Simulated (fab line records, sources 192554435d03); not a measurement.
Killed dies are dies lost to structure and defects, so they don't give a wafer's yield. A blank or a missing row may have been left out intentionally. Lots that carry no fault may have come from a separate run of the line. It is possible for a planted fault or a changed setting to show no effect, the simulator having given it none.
fab line records | flow n5Finfet
[record] lots = 11 wafers = 28 lastDay = 18
route steps=1938 shown BEOL_M2@926 BEOL_M3@931 BEOL_M4@1111 PASSIVATION@1936
lots with no fault: from the same line, run without faults
startH: start of the lot's first displayed wafer, in hours after the record's first day | waitH: how many hours have passed since the lot's step before this one | " repeats the value in the row above | L1.1+2: several wafers, shown together as one row | - no value, or no start was given | * or withheld: withheld | < > ~ a bound
route shown NAME@n: a module of which the file shows steps, and the number in the route of the first | usual: mean and standard deviation over wafers with no fault | same: alike in all rows | chamber/n: place in a boat | sites: readings site by site | _std_site: their standard deviation | _edge_site: the outer-site mean with the inner-site mean subtracted | radiusMm: how far each site lies from the wafer's centre | mask NAME#n: copy n | behind: tool/chamber where the wafer was last shaped | hold: reason for holding the lot/hours on hold/outcome of the hold | device: the n, p or np transistor that did not switch | end of line: tests of these same wafers at the route's end | a step with no rows: only its recipe | killed: not the wafer's yield, but the dies lost to structure and defects at the first sort | map: dies across one wafer; x = killed, . = not, _ = none there
set.NAME: the setting that was run; set.NAME@STEP: the one run at that earlier step | model.NAME: the simulator's own value behind a step, which no gauge read
a sample of lots followed through the steps of the route, with each step as a table and each wafer as a row
services: a tool's chamber out of use, with start hour (startH, from the record's first day; less than 0 if before it), hours out, and reason
[[steps]]
[step N5_BEOL_M2_CO_CAP_55]
[recipe] material = Co targetThkA = 20 tempC = 200 precursor = CCTBA/H2 pressureTorr = 30 timeS = 102.1
[usual] chamberPressureTorr = 30.01/0.062 heaterPowerOuterW = 119/9.8 heaterPowerW = 243/20
// columns lot.wafer tool chamber startH waitH chamberPressureTorr heaterPowerOuterW heaterPowerW
L123.2 cvdCo-02 1 153.36 0.0 30.00 123 271
L123.5 " 0 " " 29.98 121 256
L124.2 cvdCo-01 1 163.24 0.0 30.01 120 249
L124.4 " 2 " " 30.03 128 249
L124.5 " 1 " " 30.07 116 245
L127.1 cvdCo-01 2 187.30 0.0 - - -
L127.2 " 0 " " - - -
L127.6 " 2 " " - - -
L129.1 cvdCo-01 0 188.17 0.0 - - -
L129.2 " 1 " " - - -
L129.4 " 1 " " - - -
L130.1 cvdCo-01 0 189.54 0.0 29.90 104 211
L130.2 " 1 " " 29.93 119 243
L130.5 " 2 " " 30.12 128 247
L135.1 cvdCo-02 2 229.57 0.0 29.97 128 226
L135.2 " 0 " " 30.12 123 263
L135.4 " 0 " " 30.01 119 261
L136.2 cvdCo-02 1 231.81 0.0 30.03 123 271
L136.5 " 1 " " 30.11 127 287
L137.4 cvdCo-01 2 233.12 0.0 30.04 129 249
L137.6 " 0 " " 29.94 105 209
L139.3 cvdCo-01 1 246.15 0.0 30.00 116 246
L139.6 " 1 " " 30.08 120 241
L140.4 cvdCo-01 0 252.36 0.0 29.99 102 218
L140.5 " 2 " " 30.07 130 258
L140.6 " 1 " " 29.95 116 244
L144.4 cvdCo-01 0 279.77 0.0 29.99 103 218
L144.6 " 2 " " 30.08 127 251
[step N5_BEOL_M2_INSPECT_59]
[recipe] inspectInstrument = darkfield mode = postDep
[usual] rawDefectCount = 67/23
// columns lot.wafer tool chamber startH waitH rawDefectCount
L123.2 defectInspect-01 - 153.56 0.0 34
L123.5 " - " " 55
L124.2 defectInspect-01 - 163.45 0.0 75
L124.4 " - " " 49
L124.5 " - " " 95
L127.1 defectInspect-01 - 187.54 0.0 37
L127.2 " - " " 40
L127.6 " - " " 32
L129.1 defectInspect-02 - 188.38 0.0 74
L129.2 " - " " 80
L129.4 " - " " 105
L130.1 defectInspect-02 - 189.75 0.0 53
L130.2 " - " " 90
L130.5 " - " " 71
L135.1 defectInspect-02 - 229.81 0.0 66
L135.2 " - " " 56
L135.4 " - " " 81
L136.2 defectInspect-02 - 232.02 0.0 63
L136.5 " - " " 46
L137.4 defectInspect-01 - 233.29 0.0 75
L137.6 " - " " 68
L139.3 defectInspect-01 - 246.36 0.0 55
L139.6 " - " " 47
L140.4 defectInspect-02 - 252.54 0.0 75
L140.5 " - " " 152
L140.6 " - " " 59
L144.4 defectInspect-01 - 279.94 0.0 46
L144.6 " - " " 41
[step N5_BEOL_M3_ILD_DEP_00]
[recipe] material = SiOC targetThkA = 790 tempC = 350 precursor = DEMS/O2 pressureTorr = 5 rfW = 500 timeS = 15.3
[usual] heaterPowerOuterW = 303/56 heaterPowerW = 552/74 showerheadPlenumPTorr = 5.696/0.017 throttleValvePct = 12.0/0.42
// columns lot.wafer tool chamber startH waitH heaterPowerOuterW heaterPowerW showerheadPlenumPTorr throttleValvePct
L123.2 pecvd-03 1 153.60 0.0 321 611 5.684 12.4
L123.5 " 2 " " 275 513 5.679 12.3
L124.2 pecvd-03 2 163.48 0.0 275 508 5.666 11.9
L124.4 " 1 " " 294 559 5.665 12.4
L124.5 " 0 " " 325 529 5.725 11.6
L127.1 pecvd-04 2 187.58 0.0 305 585 5.701 11.4
L127.2 " 1 " " 362 612 5.683 12.1
L127.6 " 0 " " 410 655 5.685 12.5
L129.1 pecvd-04 2 188.41 0.0 261 531 5.721 11.3
L129.2 " 1 " " 367 610 5.667 12.4
L129.4 " 0 " " 388 649 5.690 12.6
L130.1 pecvd-02 2 189.79 0.0 214 412 5.711 12.0
L130.2 " 1 " " 332 625 5.707 12.2
L130.5 " 0 " " 267 500 5.707 12.0
L135.1 pecvd-04 2 229.85 0.0 236 513 5.704 11.1
L135.2 " 0 " " 370 607 5.703 12.5
L135.4 " 0 " " 371 605 5.692 12.4
L136.2 pecvd-02 2 232.05 0.0 219 426 5.697 12.1
L136.5 " 1 " " 330 619 5.698 12.6
L137.4 pecvd-04 1 233.35 0.1 289 519 5.665 12.2
L137.6 " 2 " " 291 603 5.716 11.4
L139.3 pecvd-02 1 246.41 0.1 317 601 5.698 12.8
L139.6 " 2 " " 239 460 5.712 12.0
L140.4 pecvd-04 2 252.59 0.1 280 553 5.717 11.1
L140.5 " 1 " " 332 590 5.668 12.3
L140.6 " 0 " " 349 576 5.678 12.5
L144.4 pecvd-02 1 279.99 0.1 343 631 5.703 12.5
L144.6 " 0 " " 276 503 5.705 12.0
[step N5_BEOL_M3_PECVD_72]
[recipe] material = SiO2 targetThkA = 160 tempC = 400 precursor = TEOS/O2 pressureTorr = 5.5 rfW = 450 teosFlowSccm = 53.8 gas = O2 flowSccm = 3000 timeS = 18
[usual] heaterPowerOuterW = 476/82 heaterPowerW = 799/110 showerheadPlenumPTorr = 8.80/0.07 throttleValvePct = 22.5/0.8
// columns lot.wafer tool chamber startH waitH heaterPowerOuterW heaterPowerW showerheadPlenumPTorr throttleValvePct
L123.2 pecvd-02 0 153.71 0.0 352 621 8.88 22.2
L123.5 " 2 " " 307 575 8.84 22.5
L124.2 pecvd-04 0 163.59 0.0 596 945 8.78 23.7
L124.4 " 1 " " 521 853 8.68 22.7
L124.5 " 2 " " 472 859 8.90 21.1
L127.1 pecvd-03 1 187.68 0.0 579 950 8.72 23.3
L127.2 " 2 " " 458 784 8.71 22.3
L127.6 " 2 " " 455 765 8.72 22.4
L129.1 pecvd-03 0 188.52 0.0 558 856 8.85 22.0
L129.2 " 2 " " 379 678 8.72 22.5
L129.4 " 1 " " 568 953 8.73 23.2
L130.1 pecvd-02 2 189.89 0.0 323 609 8.85 22.4
L130.2 " 1 " " 503 868 8.81 23.4
L130.5 " 2 " " 328 586 8.83 22.7
L135.1 pecvd-02 0 229.95 0.0 366 656 8.86 22.3
L135.2 " 1 " " 547 918 8.85 23.5
L135.4 " 1 " " 532 916 8.83 23.1
L136.2 pecvd-04 1 232.16 0.0 517 818 8.66 23.0
L136.5 " 2 " " 460 830 8.91 21.1
L137.4 pecvd-03 0 233.45 0.1 485 764 8.83 22.4
L137.6 " 2 " " 402 682 8.72 21.0
L139.3 pecvd-04 1 246.51 0.0 452 738 8.65 22.7
L139.6 " 1 " " 456 745 8.68 22.6
L140.4 pecvd-04 0 252.69 0.1 638 958 8.78 23.7
L140.5 " 1 " " 458 762 8.67 22.5
L140.6 " 2 " " 451 813 8.89 21.3
L144.4 pecvd-03 2 280.10 0.1 377 683 8.71 20.8
L144.6 " 1 " " 546 906 8.75 23.2
[step N5_BEOL_M4_RC_MEAS_101]
[usual] DIBL_N = 36.3/1.7 DIBL_P = 36.0/1.9 IOFF_N = 0.156/0.028 IOFF_P = 0.21/0.036 ION_N = 675/11 ION_P = 463/7.8 SS_N = 71.6/0.59 SS_P = 73.2/0.63 VT_N = 250/3.1 VT_P = -251/3.4
// columns lot.wafer tool chamber startH waitH DIBL_N[mV/V] DIBL_P[mV/V] IOFF_N[nA/um] IOFF_P[nA/um] ION_N[uA/um] ION_P[uA/um] SS_N[mV/dec] SS_P[mV/dec] VT_N[mV] VT_P[mV]
L123.2 prober-01 0 175.46 0.2 36.3 36.5 0.166 0.22 681 471 72.3 73.6 250 -249
L123.5 " 0 " " 35.4 36.5 0.161 0.21 682 468 72.3 72.4 246 -252
L124.2 prober-02 0 184.73 0.2 38.1 37.9 0.190 0.24 682 470 71.2 73.5 248 -252
L124.4 " 0 " " 34.3 32.5 0.127 0.17 680 463 70.5 72.5 251 -256
L124.5 " 0 " " 36.9 36.6 0.170 0.22 688 466 71.9 73.9 250 -253
L127.1 prober-01 0 204.34 0.0 36.3 37.5 0.164 0.21 691 468 72.1 73.4 250 -250
L127.2 " 0 " " 37.5 37.5 0.196 0.22 695 465 72.2 74.0 247 -251
L127.6 " 0 " " 36.8 37.1 0.170 0.21 673 461 71.6 73.6 251 -250
L129.1 prober-02 0 204.67 0.0 34.3 33.6 0.128 0.17 674 460 70.8 72.6 253 -251
L129.2 " 0 " " 34.4 34.0 0.122 0.17 663 451 71.3 73.4 252 -254
L129.4 " 0 " " 38.4 38.9 0.192 0.25 678 458 72.2 74.0 247 -249
L130.1 prober-02 0 209.78 0.0 37.3 36.2 0.177 0.23 682 471 70.9 73.5 246 -246
L130.2 " 0 " " 36.5 35.0 0.164 0.20 685 467 71.9 72.8 246 -251
L130.5 " 0 " " 36.4 34.8 0.154 0.20 675 465 71.1 73.7 248 -251
L135.1 prober-02 0 248.31 0.0 36.5 37.7 0.165 0.19 676 454 72.8 72.5 252 -251
L135.2 " 0 " " 36.7 37.9 0.153 0.19 670 458 71.7 73.7 251 -252
L135.4 " 0 " " 38.2 39.8 0.193 0.23 677 462 71.7 73.6 246 -251
L136.2 prober-01 0 253.39 0.2 34.1 36.0 0.121 0.21 667 466 70.9 73.4 255 -247
L136.5 " 0 " " 37.0 38.6 0.166 0.26 679 474 72.2 74.2 252 -245
L137.4 prober-01 0 255.93 0.5 40.2 41.1 0.209 0.23 693 466 72.1 74.6 249 -250
L137.6 " 0 " " 36.7 37.4 0.144 0.17 678 462 70.8 72.9 253 -254
L139.3 prober-01 0 272.47 0.3 37.2 37.6 0.184 0.22 696 467 72.2 74.1 248 -251
L139.6 " 0 " " 37.4 36.7 0.170 0.21 676 463 71.3 73.6 248 -248
L140.4 prober-02 0 280.73 0.5 34.3 33.0 0.118 0.17 655 451 70.8 72.6 254 -255
L140.5 " 0 " " 35.0 33.9 0.126 0.17 660 457 71.0 72.8 254 -253
L140.6 " 0 " " 38.6 39.0 0.200 0.26 683 467 71.6 74.1 245 -248
L144.4 prober-01 0 320.54 0.5 36.5 35.5 0.142 0.22 667 466 71.1 72.7 250 -247
L144.6 " 0 " " 41.0 40.2 0.249 0.32 689 478 72.7 74.6 242 -245
[step N5_PASSIVATION_PROBE_49]
[usual] defectLimitedYield = 91.5/1.5 killed_at_M0_to_M3 = 30/11 killed_at_M4_up = 13/4.9 killedAtContacts = 14/6.5 killedAtFrontEnd = 40/11 killedAtOther = 3.3/2.7 killedDies = 100/18 killedOpen = 67/14 killedShort = 32/7.8 sort_bin_5_function = 5.0/0.97 sort_bin_6_memory = 3.2/0.75 sortNPass = 1080/18 sortYieldPct = 91.5/1.5
[same] grossDies = 1180 killedAtBackSide = 0 sort_bin_4_leakage[%] = 0 sort_bin_8_speed[%] = 0
// columns lot.wafer tool chamber startH waitH defectLimitedYield[%] killed_at_M0_to_M3 killed_at_M4_up killedAtContacts killedAtFrontEnd killedAtOther killedDies killedOpen killedShort sort_bin_5_function[%] sort_bin_6_memory[%] sortNPass sortYieldPct[%]
L127.6 prober-02 - 316.44 0.3 90.3 40 9 12 54 0 115 62 37 5.6 2.6 1065 90.3
// killed by level:class
L127.6 HKMG_FIN:areaEtch=14 BEOL_M0_SAQP:geometricParticle:short=11 BEOL_M0_SAQP:geometricParticle:open=11 STI_FIN_REVEAL:geometricParticle:open=10 MOL_CONTACT_COAG:geometricParticle:open=9 FIN_SAQP:geometricParticle:open=8 BEOL_M3:geometricParticle:open=5 BEOL_M2:geometricParticle:open=5
[[services]]
// columns tool chamber startH hours kind
pecvd-04 - 169.48 6.0 pm
pecvd-02 - 181.92 2.8 pm
pecvd-03 2 202.56 - clean
pecvd-03 2 202.56 - consumableReplace:showerhead
pecvd-03 2 202.56 29.0 scheduledDown
pecvd-03 2 202.56 29.0 ventCycle
pecvd-02 1 202.94 2.1 scheduledDown
pecvd-02 - 207.67 14.6 pm
pecvd-03 0 209.72 2.1 scheduledDown
cvdCo-01 - 210.25 2.8 pm
cvdCo-02 - 231.13 0.6 repair
pecvd-03 - 231.62 0.9 repair
pecvd-02 0 234.62 16.0 repair
cvdCo-02 1 245.07 4.7 repair
pecvd-04 - 279.00 2.8 pm
[[key]]
[firstSign] step = N5_BEOL_M2_CO_CAP_55 reading = toolRecord direction = missing
effect none on later readings
metAt N5_BEOL_M2_CO_CAP_55
struckLots L127,L129
[baselineLoss] step = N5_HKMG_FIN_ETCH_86 wafers = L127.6
notActingAt N5_BEOL_M2_INSPECT_59,N5_BEOL_M3_ILD_DEP_00,N5_BEOL_M3_PECVD_72
onsetBetween 163.24 187.30
[fault] kind = skippedStepWhole tool = cvdCo-01 chamber = - onsetH = 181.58 steps = N5_BEOL_M2_CO_CAP_55 scope = struckLotsOnly
// baselineLoss: these wafers lose ten dies or more at that step, a loss of the line's own and not of a fault; the sort's usual values leave them out
